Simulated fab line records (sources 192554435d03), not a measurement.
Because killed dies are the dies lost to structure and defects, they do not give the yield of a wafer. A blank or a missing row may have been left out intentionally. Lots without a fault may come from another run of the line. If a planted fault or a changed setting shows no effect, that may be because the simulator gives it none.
A struck lot beside a sound one :: flow n5 finfet :: 39 steps out of a route of 1938
Sound: the wafers L577.1, L577.4, L577.5. Struck: wafers L589.2, L589.3 (left out: L589.5, a lot-mate that was not struck); the cause follows at the end.
Order at every step that has rows: each side's tool, ch and its chambers, its first start. Under that, the readings that differ: sound wafers :: struck wafers :: difference of the means :: sigmas: that difference in standard deviations of wafers without a fault.
alike: same words and numbers on both sides, and readings whose means sit less than 2 such deviations apart. not compared: any withheld reading, any reading some wafer has no value for, any bound like >300 that may hide the same value, and any number with overlapping values for which the record gives no deviation.
Wherever a step has rows on one side only, a row that says differs or no value, or a row with sigmas, the two part there. Non-overlapping numbers with no deviation appear without sigmas and do not part them. A reading that every wafer of one side lacks parts them only if that side has two wafers or more.

first, 11 steps without rows for these wafers: N5_BEOL_M1_STRIP_65 (strips in N2/H2); N5_BEOL_M1_STRIP_75 (strips in N2/H2); N5_BEOL_M1_STRIP_66 (strips in CF4); N5_BEOL_M1_HM_OPEN_17 (chemistry Cl2/BCl3, target TiN, target depth 20 nm, overetch 6 nm); N5_BEOL_M1_STRIP_19 (strips in O2); N5_BEOL_M1_COAT_67 (time 60 s, resist thk 60 nm); N5_BEOL_M1_COAT_68 (time 60 s, resist thk 12 nm); N5_BEOL_M1_COAT_76 (time 60 s, resist thk 5 nm); N5_BEOL_M1_COAT_22 (resist thk 30 nm); N5_BEOL_M1_EBR_24; N5_BEOL_M1_SOFTBAKE_23 (time 60 s).
N5_BEOL_M1_EXPOSE_25: exposes mask V0, defocus 5 nm, target cd 24 nm.
  sound on euv scanner-02 ch 0, day 6 06:23; struck on euv scanner-02 ch 0, day 9 10:55
  alike: mask
then, 2 steps without rows for these wafers: N5_BEOL_M1_PEB_26 (peb time 60 s); N5_BEOL_M1_DEVELOP_27 (develop time 30 s).
N5_BEOL_M1_CD_MEAS_28: target cd y 23.3 nm.
  sound on cd sem-03 ch 0, day 6 06:32; struck on cd sem-03 ch 0, day 9 11:03
reading: cd nm (nm)
sound: 23.97 23.60 24.48
struck: 18.96 17.90
difference: -5.59
sigmas: -22
then, 8 steps without rows for these wafers: N5_BEOL_M1_DESCUM_33 (chemistry O2, time 7 s); N5_BEOL_M1_ETCH_77 (etches underlayer in N2/H2, target depth 6.5 nm, time 5.2 s); N5_BEOL_M1_ETCH_69 (etches SiARC in CF4, target depth 15.6 nm, time 26 s); N5_BEOL_M1_ALD_98 (deposits SiO2, target thk 2.5 nm, pulse time 1 s, co reactant pulse time 1 s); N5_BEOL_M1_ETCHBACK_99 (etches SiO2 in CHF3, target depth 5 nm, time 10.4 s); N5_BEOL_M1_ETCH_70 (etches SOC in N2/H2, target depth 80 nm, overetch 16 nm, time 120 s); N5_BEOL_M1_STRIP_71 (strips in N2/H2); N5_BEOL_M1_STRIP_78 (strips in N2/H2).
N5_BEOL_M1_VIA_ETCH_34: etches the open film in C4F6/O2, target depth 67.8 nm, time 64.4 s.
  sound on rie diel-04 ch 0,1,3, day 6 11:15; struck on rie diel-04 ch 0,1, day 9 11:59
reading: model.BEOL_M1.cd nm (nm)
sound: 18 18 18
struck: 12.8 12.2
difference: -5.5
sigmas: 
  alike: drypump motor current A, oes_o_777_au, oes product au, rf vpp V, showerhead plenum p Torr, throttle valve pct
  not compared: rf hours counter h
then, 13 steps without rows for these wafers: N5_BEOL_M1_STRIP_83 (strips in C4F6/O2); N5_BEOL_M1_STRIP_36 (strips in N2/H2); N5_BEOL_M1_TRENCH_ETCH_37 (etches SiOC in C4F6/O2, target depth 55.207 nm, time 29 s); N5_BEOL_M1_ETCH_41 (etches SiCN in CH3F/O2, target depth 31.9 nm, time 57.8 s); N5_BEOL_M1_STRIP_97 (strips in N2/H2, time 10 s); N5_BEOL_M1_HM_STRIP_39 (strips TiN in peroxide tin strip, target depth 25 nm, time 158 s); N5_BEOL_M1_SRD_40 (time 30 s); N5_BEOL_M1_PRECLEAN_42 (cleans in residue remover, time 60 s); N5_BEOL_M1_SRD_43 (time 30 s); N5_BEOL_M1_DEGAS_44 (time 60 s); N5_BEOL_M1_PRE_CLEAN_45 (time 30 s); N5_BEOL_M1_ALD_84 (deposits TaN, pulse time 2 s, purge time 3 s, co reactant purge time 2 s); N5_BEOL_M1_SURFACE_TREAT_85.
N5_BEOL_M4_RC_MEAS_101:
  the record has rows for the sound wafers here (prober-01 ch 0, day 8 04:13) and none for the struck ones
-- record jumps: 6 days separate the struck wafers' starts on either side; left off in module BEOL_M4, taken up again in module PASSIVATION, whose first shown step is the route's number 1936 --
N5_PASSIVATION_PROBE_49:
  sound on prober-01 at day 12 21:07; struck on prober-01 at day 15 20:01
reading: defect limited yield (%)
sound: 89.5 91.2 90.3
struck: 0 0
difference: -90
sigmas: -69

reading: killed_at_M0_to_M3
sound: 51 43 57
struck: 1119 1131
difference: +1075
sigmas: +99 or more

reading: killed dies
sound: 124 104 115
struck: 1180 1180
difference: +1066
sigmas: +71

reading: killed on rim
sound: 21 16 15
struck: 152 152
difference: +135
sigmas: +34

reading: sort_bin_5_function (%)
sound: 5.7 5.0 5.3
struck: 96.0 96.9
difference: +91.1
sigmas: +99 or more

reading: sort n pass
sound: 1056 1076 1065
struck: 0 0
difference: -1066
sigmas: -71

reading: sort yield pct (%)
sound: 89.5 91.2 90.3
struck: 0 0
difference: -90
sigmas: -69
  alike: killed_at_M4_up, killed at contacts, killed at front end, killed at other, killed open, killed short, sort_bin_6_memory

== WHERE THEY PART ==
At N5_BEOL_M1_CD_MEAS_28 first; at N5_PASSIVATION_PROBE_49 last (within this record only).

WHY: the cause the simulator had injected
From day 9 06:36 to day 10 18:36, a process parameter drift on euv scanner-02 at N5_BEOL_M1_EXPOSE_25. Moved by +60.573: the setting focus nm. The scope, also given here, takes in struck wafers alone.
